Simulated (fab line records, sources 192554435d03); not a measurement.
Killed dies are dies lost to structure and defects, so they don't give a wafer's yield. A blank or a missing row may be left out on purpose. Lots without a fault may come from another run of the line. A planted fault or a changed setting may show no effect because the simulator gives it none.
Which tool did it? | flow n5_finfet | 11 lots, 33 wafers sampled, at 5 steps of a route of 1938

WHAT THE GAUGES READ, wafer by wafer
N5_MOL_CONTACT_COAG_CD_MEAS_137: target cd 16 nm.
lot  | measured     | on        | cd_nm (nm)
L809 | day 5 11:10  | cd_sem-02 | 15.7 15.9 15.6
L810 | day 5 17:18  | cd_sem-01 | 16.7 16.1 15.5
L811 | day 5 23:59  | cd_sem-01 | 16.0 16.8 16.4
L814 | day 6 14:57  | cd_sem-02 | 16.5 16.4 16.1
L815 | day 6 23:09  | cd_sem-02 | 16.6 16.3 15.7
L816 | day 7 05:14  | cd_sem-01 | 15.9 15.8 16.9
L818 | day 7 16:47  | cd_sem-01 | 15.6 16.2 16.0
L828 | day 10 03:17 | cd_sem-03 | 15.9 15.9 15.8
L829 | day 10 10:43 | cd_sem-02 | 15.8 15.3 15.7
L830 | day 10 19:58 | cd_sem-01 | 15.8 16.1 15.8
L831 | day 10 22:44 | cd_sem-03 | 15.9 16.0 15.5

N5_MOL_CONTACT_COAG_OVL_MEAS_41.
lot  | measured     | on         | VD_OVL (nm)
L809 | day 5 11:32  | overlay-02 | 0.1 0.7 0.9
L810 | day 5 17:39  | overlay-01 | -0.3 -0.4 -0.4
L811 | day 6 00:21  | overlay-02 | -1.4 -0.9 -0.5
L814 | day 6 15:26  | overlay-02 | -0.5 0.0 0.0
L815 | day 6 23:38  | overlay-01 | -0.4 0.4 -0.1
L816 | day 7 05:35  | overlay-01 | -0.4 0.4 0.8
L818 | day 7 17:08  | overlay-01 | -0.6 -0.2 -0.7
L828 | day 10 03:38 | overlay-02 | -0.3 1.4 -0.5
L829 | day 10 11:11 | overlay-02 | -0.1 0.0 -0.2
L830 | day 10 20:19 | overlay-01 | -0.2 -0.4 0.4
L831 | day 10 23:05 | overlay-02 | 0.7 -0.1 -0.4

N5_BEOL_M4_RC_MEAS_101.
lot  | measured     | on        | DIBL_N (mV/V)  | DIBL_P (mV/V) | IOFF_N (nA/um) | IOFF_P (nA/um) | ION_N (uA/um) | ION_P (uA/um) | SS_N (mV/dec)  | SS_P (mV/dec)  | VT_N (mV)   | VT_P (mV)
L809 | day 8 14:59  | prober-01 | 39.5 36.7 34.4 | 40 37 33      | 0.21 0.15 0.13 | 0.29 0.22 0.17 | 680 671 654   | 466 461 450   | 72.7 71.6 71.9 | 74.0 73.3 71.9 | 248 251 255 | -246 -251 -253
L810 | day 9 08:23  | prober-02 | 35.7 37.7 34.8 | 35 36 34      | 0.16 0.19 0.14 | 0.22 0.22 0.18 | 671 677 656   | 464 461 455   | 71.8 72.6 71.9 | 72.9 73.0 72.3 | 249 251 253 | -249 -249 -249
L811 | day 9 13:48  | prober-01 | 37.7 36.7 37.9 | 39 37 38      | 0.20 0.19 0.20 | 0.25 0.23 0.23 | 688 681 664   | 467 464 453   | 71.6 72.0 73.0 | 73.7 72.7 73.8 | 248 245 247 | -248 -248 -248
L814 | day 9 18:23  | prober-01 | 37.7 34.9 36.0 | 40 36 36      | 0.19 0.13 0.16 | 0.22 0.18 0.18 | 671 657 679   | 459 450 457   | 72.5 71.4 72.1 | 74.4 73.3 72.9 | 250 253 250 | -251 -253 -254
L815 | day 9 21:47  | prober-02 | 36.1 33.4 36.5 | 34 31 36      | 0.14 0.11 0.15 | 0.20 0.16 0.22 | 674 656 677   | 464 453 474   | 72.4 71.2 72.2 | 72.6 71.6 73.4 | 252 256 253 | -250 -252 -250
L816 | day 10 16:02 | prober-01 | 33.4 39.3 36.0 | 31 38 34      | 0.11 0.22 0.14 | 0.15 0.24 0.18 | 663 685 661   | 456 465 443   | 70.8 72.2 71.0 | 72.4 73.3 72.4 | 256 247 254 | -254 -249 -253
L818 | day 10 18:53 | prober-02 | 37.4 37.3 38.5 | 35 39 39      | 0.20 0.17 0.20 | 0.18 0.22 0.22 | 679 670 672   | 453 455 449   | 72.4 71.4 73.4 | 73.6 74.0 74.6 | 248 251 250 | -253 -252 -251
L828 | day 13 00:14 | prober-02 | 41.6 35.2 39.3 | 41 35 38      | 0.28 0.14 0.24 | 0.27 0.17 0.23 | 683 651 682   | 463 446 461   | 73.6 71.9 73.2 | 75.0 72.9 74.9 | 243 255 247 | -248 -255 -251
L829 | day 13 21:18 | prober-02 | 32.5 36.1 37.3 | 33 37 39      | 0.12 0.17 0.21 | 0.14 0.18 0.22 | 665 690 697   | 453 459 464   | 71.2 71.7 72.5 | 72.1 72.8 74.6 | 252 249 244 | -255 -255 -252
L830 | day 13 21:37 | prober-01 | 36.6 34.7 34.5 | 37 35 35      | 0.17 0.14 0.14 | 0.18 0.16 0.16 | 682 665 670   | 459 446 458   | 72.2 71.2 70.7 | 72.7 73.3 73.3 | 251 251 252 | -256 -255 -258
L831 | day 14 00:27 | prober-01 | 34.9 37.6 37.8 | 35 38 39      | 0.13 0.16 0.19 | 0.16 0.19 0.22 | 662 662 681   | 456 448 460   | 71.0 71.7 71.8 | 73.0 73.5 73.7 | 254 254 249 | -253 -253 -252

WHICH TOOL RAN EACH LOT (tool, then ch and the chambers of the sampled wafers, then the start)
lot  | N5_MOL_CONTACT_COAG_CVD_140   | N5_BEOL_M0_SAQP_ILD_DEP_01
L809 | cvd_w-01 ch 0,1, day 5 12:53  | pecvd-01 ch 1,2, day 5 16:51
L810 | cvd_w-01 ch 1, day 5 18:45    | pecvd-04 ch 1,2, day 5 22:47
L811 | cvd_w-01 ch 0,1, day 6 01:43  | pecvd-01 ch 0,1,2, day 6 05:44
L814 | cvd_w-02 ch 0,1, day 6 16:29  | pecvd-04 ch 0,1,2, day 6 20:30
L815 | cvd_w-01 ch 0,1, day 7 00:51  | pecvd-01 ch 1,2, day 7 04:53
L816 | cvd_w-02 ch 0,1, day 7 06:39  | pecvd-01 ch 0,1,2, day 7 10:42
L818 | cvd_w-01 ch 0,1, day 7 18:10  | pecvd-02 ch 0,1, day 8 00:18
L828 | cvd_w-01 ch 0, day 10 04:49   | pecvd-04 ch 0,1,2, day 10 09:03
L829 | cvd_w-02 ch 0,1, day 10 12:14 | pecvd-02 ch 0,1, day 10 16:24
L830 | cvd_w-02 ch 0,1, day 10 21:30 | pecvd-04 ch 0,1,2, day 11 01:32
L831 | cvd_w-01 ch 0,1, day 11 00:10 | pecvd-04 ch 0,1, day 11 04:32
- N5_MOL_CONTACT_COAG_CVD_140: deposits W, target thk 66.5 nm, time 215 s.
- N5_BEOL_M0_SAQP_ILD_DEP_01: deposits SiOC from DEMS/O2, target thk 45.419 nm, time 8.7 s.

WHAT THE TOOLS THEMSELVES READ (means of the sampled wafers that have a number; where no wafer has one, the mark that the record gives instead)
N5_MOL_CONTACT_COAG_CVD_140.
lot  | tool     | heater_power_w (W) | run_length_s (s)
L809 | cvd_w-01 | 515                | 285.5
L810 | cvd_w-01 | 463                | 285.9
L811 | cvd_w-01 | 511                | 285.6
L814 | cvd_w-02 | 537                | 286.7
L815 | cvd_w-01 | 484                | 314.3
L816 | cvd_w-02 | 537                | 286.4
L818 | cvd_w-01 | 491                | 314.2
L828 | cvd_w-01 | 538                | 285.9
L829 | cvd_w-02 | 515                | 285.9
L830 | cvd_w-02 | 545                | 286.4
L831 | cvd_w-01 | 494                | 285.7

N5_BEOL_M0_SAQP_ILD_DEP_01.
lot  | tool     | heater_power_w (W) | showerhead_plenum_p_Torr (Torr) | throttle_valve_pct (%)
L809 | pecvd-01 | 358                | 5.707                           | 10.7
L810 | pecvd-04 | 507                | 5.697                           | 12.8
L811 | pecvd-01 | 386                | 5.699                           | 11.1
L814 | pecvd-04 | 465                | 5.693                           | 12.3
L815 | pecvd-01 | 369                | 5.704                           | 10.8
L816 | pecvd-01 | 407                | 5.695                           | 11.0
L818 | pecvd-02 | 485                | 5.694                           | 11.3
L828 | pecvd-04 | 465                | 5.693                           | 12.5
L829 | pecvd-02 | 446                | 5.697                           | 11.5
L830 | pecvd-04 | 476                | 5.691                           | 12.5
L831 | pecvd-04 | 539                | 5.690                           | 13.2

THE ANSWER, worked out from the rows above alone
Rule: what is usual is taken from the lots themselves. Put in order of their means at a reading, lots are off if they are a third of the lots or fewer, leave a main group of 4 or more, and stand apart from it by a gap of 3 or more times the standard deviation of the main group's means; of several such gaps the widest counts. A main group whose means are all the same, to the digits that the tables above print for the reading, isn't used. A lot without any number at a reading at which 4 lots or more have one is off too. The other lots that the step has rows for count as sound. The gauges are gone through in route order, then the tools' own readings, and for those a lot's mean is taken as printed above. The first step at which some lot is off is used, and at that step the reading that is off furthest; a lot without a number counts as furthest.
Off: L815, L818, at N5_MOL_CONTACT_COAG_CVD_140 (run_length_s). The main group: mean 286.0 s, standard deviation 0.39.
A tool fits if, at that step or a process step before it, it ran every lot that is off, and no sound lot after the first of them. None of those tried fits.

WHAT THE SIMULATOR HAD PUT IN
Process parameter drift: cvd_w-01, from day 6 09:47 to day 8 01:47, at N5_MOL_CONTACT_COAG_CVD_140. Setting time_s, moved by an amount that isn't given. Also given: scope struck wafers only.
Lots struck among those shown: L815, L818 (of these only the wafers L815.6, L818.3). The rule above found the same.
